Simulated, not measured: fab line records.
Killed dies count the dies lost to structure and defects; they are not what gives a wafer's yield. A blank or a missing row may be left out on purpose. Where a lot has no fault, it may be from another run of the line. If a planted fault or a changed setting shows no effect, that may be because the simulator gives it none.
Matching of chambers || flow nand_harc || pecvd-02 running NHARC_A_CONTACT_DEP_58: 3 sister chambers
The step deposits SiON, target thk 90 nm. 18 wafers are shown with their chamber, then 9 later ones without.

== EACH WAFER AND ITS CHAMBER ==
{"wafer": "L074.4", "chamber": 1, "heater_power_w (W)": 825, "heater_power_outer_w (W)": 519}
{"wafer": "L074.5", "chamber": 0, "heater_power_w (W)": 769, "heater_power_outer_w (W)": 472}
{"wafer": "L074.6", "chamber": 2, "heater_power_w (W)": 786, "heater_power_outer_w (W)": 522}
{"wafer": "L077.1", "chamber": 1, "heater_power_w (W)": 856, "heater_power_outer_w (W)": 501}
{"wafer": "L077.4", "chamber": 2, "heater_power_w (W)": 788, "heater_power_outer_w (W)": 544}
{"wafer": "L077.5", "chamber": 1, "heater_power_w (W)": 857, "heater_power_outer_w (W)": 515}
{"wafer": "L078.1", "chamber": 0, "heater_power_w (W)": 756, "heater_power_outer_w (W)": 451}
{"wafer": "L078.5", "chamber": 1, "heater_power_w (W)": 821, "heater_power_outer_w (W)": 502}
{"wafer": "L078.6", "chamber": 2, "heater_power_w (W)": 780, "heater_power_outer_w (W)": 494}
{"wafer": "L078.2", "chamber": 2, "heater_power_w (W)": 760, "heater_power_outer_w (W)": 488}
{"wafer": "L078.3", "chamber": 1, "heater_power_w (W)": 796, "heater_power_outer_w (W)": 493}
{"wafer": "L078.4", "chamber": 0, "heater_power_w (W)": 754, "heater_power_outer_w (W)": 449}
{"wafer": "L082.1", "chamber": 2, "heater_power_w (W)": 741, "heater_power_outer_w (W)": 470}
{"wafer": "L082.2", "chamber": 1, "heater_power_w (W)": 841, "heater_power_outer_w (W)": 529}
{"wafer": "L082.5", "chamber": 2, "heater_power_w (W)": 741, "heater_power_outer_w (W)": 482}
{"wafer": "L083.1", "chamber": 2, "heater_power_w (W)": 734, "heater_power_outer_w (W)": 460}
{"wafer": "L083.2", "chamber": 1, "heater_power_w (W)": 845, "heater_power_outer_w (W)": 515}
{"wafer": "L083.6", "chamber": 2, "heater_power_w (W)": 739, "heater_power_outer_w (W)": 486}

SIGNATURES (averages over the wafers above)
{"reading": "heater_power_w", "chamber 0": 759.67, "chamber 1": 834.43, "chamber 2": 758.62, "scatter within a chamber": 21.1}
{"reading": "heater_power_outer_w", "chamber 0": 457.33, "chamber 1": 510.57, "chamber 2": 493.25, "scatter within a chamber": 20.8}
Rule: a wafer lies at a distance from a chamber equal to the root of the sum of squares, over the readings, of (its reading less the chamber's mean, divided by the reading's scatter). If the next closest chamber is less than 2 further off than the closest, the wafer can't be placed; otherwise it belongs to the closest. The scatter: take each reading less its chamber's mean, square it, sum over the shown wafers, divide by the number of wafers less the number of chambers, and take the root.

== WAFERS WITH NO CHAMBER GIVEN ==
{"wafer": "L093.1", "heater_power_w (W)": 756, "heater_power_outer_w (W)": 497}
{"wafer": "L093.2", "heater_power_w (W)": 603, "heater_power_outer_w (W)": 368}
{"wafer": "L093.4", "heater_power_w (W)": 778, "heater_power_outer_w (W)": 496}
{"wafer": "L096.2", "heater_power_w (W)": 819, "heater_power_outer_w (W)": 521}
{"wafer": "L096.3", "heater_power_w (W)": 749, "heater_power_outer_w (W)": 461}
{"wafer": "L096.5", "heater_power_w (W)": 786, "heater_power_outer_w (W)": 523}
{"wafer": "L097.1", "heater_power_w (W)": 792, "heater_power_outer_w (W)": 495}
{"wafer": "L097.2", "heater_power_w (W)": 682, "heater_power_outer_w (W)": 404}
{"wafer": "L097.3", "heater_power_w (W)": 753, "heater_power_outer_w (W)": 477}

== EACH ONE'S CHAMBER ==
{"wafer": "L093.1", "from the rows above": "can't be placed: 2 or 0", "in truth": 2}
{"wafer": "L093.2", "from the rows above": "can't be placed: 0 or 2", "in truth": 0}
{"wafer": "L093.4", "from the rows above": "can't be placed: 2 or 0 or 1", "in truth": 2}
{"wafer": "L096.2", "from the rows above": 1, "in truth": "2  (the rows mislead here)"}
{"wafer": "L096.3", "from the rows above": "can't be placed: 0 or 2", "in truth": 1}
{"wafer": "L096.5", "from the rows above": "can't be placed: 2 or 1 or 0", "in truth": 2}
{"wafer": "L097.1", "from the rows above": "can't be placed: 2 or 1 or 0", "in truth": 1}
{"wafer": "L097.2", "from the rows above": "can't be placed: 0 or 2", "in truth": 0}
{"wafer": "L097.3", "from the rows above": "can't be placed: 2 or 0", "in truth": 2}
Placed correctly: 0 of 9. Can't be placed from these rows: 8 (the true chamber is among the candidates in 7). Wrongly placed: 1.
